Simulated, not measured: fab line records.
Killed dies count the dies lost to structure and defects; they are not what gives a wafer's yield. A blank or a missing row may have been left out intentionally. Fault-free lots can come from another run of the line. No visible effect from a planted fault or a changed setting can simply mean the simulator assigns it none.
Chamber matching :: flow n5Finfet :: N5_BEOL_M6_ETCH_72 on rieDiel-04 has 4 sister chambers
The step etches underlayer in N2/H2, target depth 6.5 nm, time 5.2 s. 8 wafers are shown with their chamber, then 12 later ones without.

== WAFERS WITH THEIR CHAMBER ==
wafer: L081.4
chamber: 3
drypumpMotorCurrentA (A): 5.1
showerheadPlenumPTorr (Torr): 2.59

wafer: L084.5
chamber: 3
drypumpMotorCurrentA (A): 5.1
showerheadPlenumPTorr (Torr): 2.59

wafer: L087.2
chamber: 1
drypumpMotorCurrentA (A): 5.6
showerheadPlenumPTorr (Torr): 2.46

wafer: L087.4
chamber: 2
drypumpMotorCurrentA (A): 5.1
showerheadPlenumPTorr (Torr): 2.48

wafer: L087.6
chamber: 0
drypumpMotorCurrentA (A): 6.1
showerheadPlenumPTorr (Torr): 2.70

wafer: L095.4
chamber: 0
drypumpMotorCurrentA (A): 6.1
showerheadPlenumPTorr (Torr): 2.69

wafer: L095.5
chamber: 2
drypumpMotorCurrentA (A): 5.2
showerheadPlenumPTorr (Torr): 2.48

wafer: L095.6
chamber: 1
drypumpMotorCurrentA (A): 5.6
showerheadPlenumPTorr (Torr): 2.46

== WAFERS WITHOUT THEIR CHAMBER ==
wafer: L097.3
drypumpMotorCurrentA (A): 5.2
showerheadPlenumPTorr (Torr): 2.48

wafer: L097.4
drypumpMotorCurrentA (A): 6.1
showerheadPlenumPTorr (Torr): 2.69

wafer: L097.5
drypumpMotorCurrentA (A): 5.2
showerheadPlenumPTorr (Torr): 2.48

wafer: L092.1
drypumpMotorCurrentA (A): 5.1
showerheadPlenumPTorr (Torr): 2.58

wafer: L092.2
drypumpMotorCurrentA (A): 5.6
showerheadPlenumPTorr (Torr): 2.45

wafer: L092.5
drypumpMotorCurrentA (A): 5.6
showerheadPlenumPTorr (Torr): 2.45

wafer: L093.1
drypumpMotorCurrentA (A): 5.1
showerheadPlenumPTorr (Torr): 2.58

wafer: L093.4
drypumpMotorCurrentA (A): 5.6
showerheadPlenumPTorr (Torr): 2.45

wafer: L093.5
drypumpMotorCurrentA (A): 5.1
showerheadPlenumPTorr (Torr): 2.58

wafer: L096.3
drypumpMotorCurrentA (A): 5.2
showerheadPlenumPTorr (Torr): 2.48

wafer: L096.4
drypumpMotorCurrentA (A): 5.5
showerheadPlenumPTorr (Torr): 2.45

wafer: L096.6
drypumpMotorCurrentA (A): 5.2
showerheadPlenumPTorr (Torr): 2.48

== EACH ONE'S CHAMBER ==
wafer: L097.3
from the rows above: 2
in truth: 2

wafer: L097.4
from the rows above: 0
in truth: 0

wafer: L097.5
from the rows above: 2
in truth: 2

wafer: L092.1
from the rows above: 3
in truth: 3

wafer: L092.2
from the rows above: 1
in truth: 1

wafer: L092.5
from the rows above: 1
in truth: 1

wafer: L093.1
from the rows above: 3
in truth: 3

wafer: L093.4
from the rows above: 1
in truth: 1

wafer: L093.5
from the rows above: 3
in truth: 3

wafer: L096.3
from the rows above: 2
in truth: 2

wafer: L096.4
from the rows above: 1
in truth: 1

wafer: L096.6
from the rows above: 2
in truth: 2
Correct placement for 12 of the 12. Number that these rows cannot place: 0. Wrongly placed: 0.
How it was worked out, from the rows above alone: a wafer's distance from a chamber is the root of the sum, over the readings, of the square of ((its reading less the chamber's mean) divided by the reading's scatter). The wafer belongs to the nearest chamber; if the next one is less than 2 further off, it can't be placed. The mean given for a chamber averages the wafers shown for that chamber. The scatter is the square root of a quotient: the sum, over the shown wafers, of each reading's squared deviation from its chamber's mean, divided by wafers minus chambers.
